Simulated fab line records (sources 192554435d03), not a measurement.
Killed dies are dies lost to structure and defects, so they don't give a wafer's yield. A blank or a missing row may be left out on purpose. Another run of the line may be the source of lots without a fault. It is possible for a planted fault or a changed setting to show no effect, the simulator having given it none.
Split-lot trial / flow n5Finfet / 7 lots, 21 wafers read, on a route of 1938 steps

## THE SPLIT ITSELF
At N5_WELL_APT_PEB_23 (peb time 90 s), the setting pebTimeS was moved away from the recipe's 90 s on 7 of the 21 wafers read, by -16.7% to +15.3%. The other wafers ran this setting at the recipe's value.

## FROM THE SPLIT TO THE READING: what the file shows between them, 2 steps
- N5_WELL_APT_DEVELOP_24: develop time 45 s
- N5_WELL_APT_HARDBAKE_29: time 120 s

## THE READING
cdNm (nm) at N5_WELL_APT_CD_MEAS_25, where the cd target is 200 nm. A value of 200.7 nm with a standard deviation of 1.4 nm is what fault-free wafers of this fab line usually give.

wafer=L075.3; tool, chamber at the split=lithoTrack-05, 0; pebTimeS as run, s=74.93; against the recipe=-16.7%; cdNm, nm=192.4; against lot-mates on the recipe=-7.7
wafer=L075.5; tool, chamber at the split=lithoTrack-05, 0; pebTimeS as run, s=90; against the recipe=recipe; cdNm, nm=199.8; against lot-mates on the recipe=-
wafer=L075.6; tool, chamber at the split=lithoTrack-05, 0; pebTimeS as run, s=90; against the recipe=recipe; cdNm, nm=200.3; against lot-mates on the recipe=-
wafer=L085.1; tool, chamber at the split=lithoTrack-04, 0; pebTimeS as run, s=101.1; against the recipe=+12.3%; cdNm, nm=205.1; against lot-mates on the recipe=+4.8
wafer=L085.5; tool, chamber at the split=lithoTrack-04, 0; pebTimeS as run, s=90; against the recipe=recipe; cdNm, nm=201.3; against lot-mates on the recipe=-
wafer=L085.6; tool, chamber at the split=lithoTrack-04, 0; pebTimeS as run, s=90; against the recipe=recipe; cdNm, nm=199.2; against lot-mates on the recipe=-
wafer=L088.2; tool, chamber at the split=lithoTrack-05, 0; pebTimeS as run, s=79.03; against the recipe=-12.2%; cdNm, nm=195.6; against lot-mates on the recipe=-7.7
wafer=L088.4; tool, chamber at the split=lithoTrack-05, 0; pebTimeS as run, s=90; against the recipe=recipe; cdNm, nm=203.6; against lot-mates on the recipe=-
wafer=L088.6; tool, chamber at the split=lithoTrack-05, 0; pebTimeS as run, s=90; against the recipe=recipe; cdNm, nm=202.9; against lot-mates on the recipe=-
wafer=L089.1; tool, chamber at the split=lithoTrack-01, 0; pebTimeS as run, s=103.8; against the recipe=+15.3%; cdNm, nm=206.1; against lot-mates on the recipe=+5.1
wafer=L089.4; tool, chamber at the split=lithoTrack-01, 0; pebTimeS as run, s=103.8; against the recipe=+15.3%; cdNm, nm=209.0; against lot-mates on the recipe=+8.0
wafer=L089.6; tool, chamber at the split=lithoTrack-01, 0; pebTimeS as run, s=90; against the recipe=recipe; cdNm, nm=201.0; against lot-mates on the recipe=-
wafer=L093.1; tool, chamber at the split=lithoTrack-01, 0; pebTimeS as run, s=90; against the recipe=recipe; cdNm, nm=198.0; against lot-mates on the recipe=-
wafer=L093.3; tool, chamber at the split=lithoTrack-01, 0; pebTimeS as run, s=90; against the recipe=recipe; cdNm, nm=198.4; against lot-mates on the recipe=-
wafer=L093.6; tool, chamber at the split=lithoTrack-01, 0; pebTimeS as run, s=90; against the recipe=recipe; cdNm, nm=200.0; against lot-mates on the recipe=-
wafer=L095.2; tool, chamber at the split=lithoTrack-04, 0; pebTimeS as run, s=90; against the recipe=recipe; cdNm, nm=199.5; against lot-mates on the recipe=-
wafer=L095.5; tool, chamber at the split=lithoTrack-04, 0; pebTimeS as run, s=90; against the recipe=recipe; cdNm, nm=199.2; against lot-mates on the recipe=-
wafer=L095.6; tool, chamber at the split=lithoTrack-04, 0; pebTimeS as run, s=90; against the recipe=recipe; cdNm, nm=201.2; against lot-mates on the recipe=-
wafer=L096.2; tool, chamber at the split=lithoTrack-04, 0; pebTimeS as run, s=76.97; against the recipe=-14.5%; cdNm, nm=194.3; against lot-mates on the recipe=-10.0
wafer=L096.3; tool, chamber at the split=lithoTrack-04, 0; pebTimeS as run, s=76.97; against the recipe=-14.5%; cdNm, nm=194.4; against lot-mates on the recipe=-9.9
wafer=L096.6; tool, chamber at the split=lithoTrack-04, 0; pebTimeS as run, s=90; against the recipe=recipe; cdNm, nm=204.3; against lot-mates on the recipe=-

THE FIT
A straight line over all 21 wafers: cdNm changes by +0.44 nm for each +1% of pebTimeS; r = +0.92; the points scatter about the line by 1.7 nm.
The same after taking each lot's own level away (the mean of its wafers on the recipe; 21 wafers): +0.519 nm for each +1%; r = +0.97; scatter 1.2 nm.
That fit puts the effect of the largest move of pebTimeS on the reading at 8.7 nm.
The lots' own levels span 198.80 to 204.30 nm, that is 3.9 times the standard deviation above.
So the lot-to-lot level changes the slope: the two fits differ.
Check: -9.58 nm against its lot-mates is what the line predicts for one of the wafers moved furthest among these (-16.7%) when that wafer is left out of the fit. It came out at -7.65 nm against them.

## FURTHER SPLITS ON THESE WAFERS
These wafers also went through other splits before the reading. Each is held against what the fit with the lots' levels taken away leaves over:
other split on the same wafers=N5_WELL_APT_COAT_19 spinRpm; wafers away from the commonest value=11; r with cdNm (lot level and that fit taken away)=-0.04

## THE WHOLE CHAIN: every reading that the file lists as answering this split, in the file's order
step=N5_WELL_APT_CD_MEAS_25; what it does=target cd 200 nm; reading=cdNm; change (the file's fit)=+0.512 nm for each +1% of the setting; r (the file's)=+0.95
step=N5_WELL_APT_DESCUM_30; what it does=chemistry O2, time 7.9 s; reading=WELL_APT.cdNm (the simulator's own value, which no gauge read); change (the file's fit)=+0.507 nm for each +1% of the setting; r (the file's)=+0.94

## FILE'S OWN FIT
cdNm changes by +0.512 nm for each +1% of pebTimeS, r = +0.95.
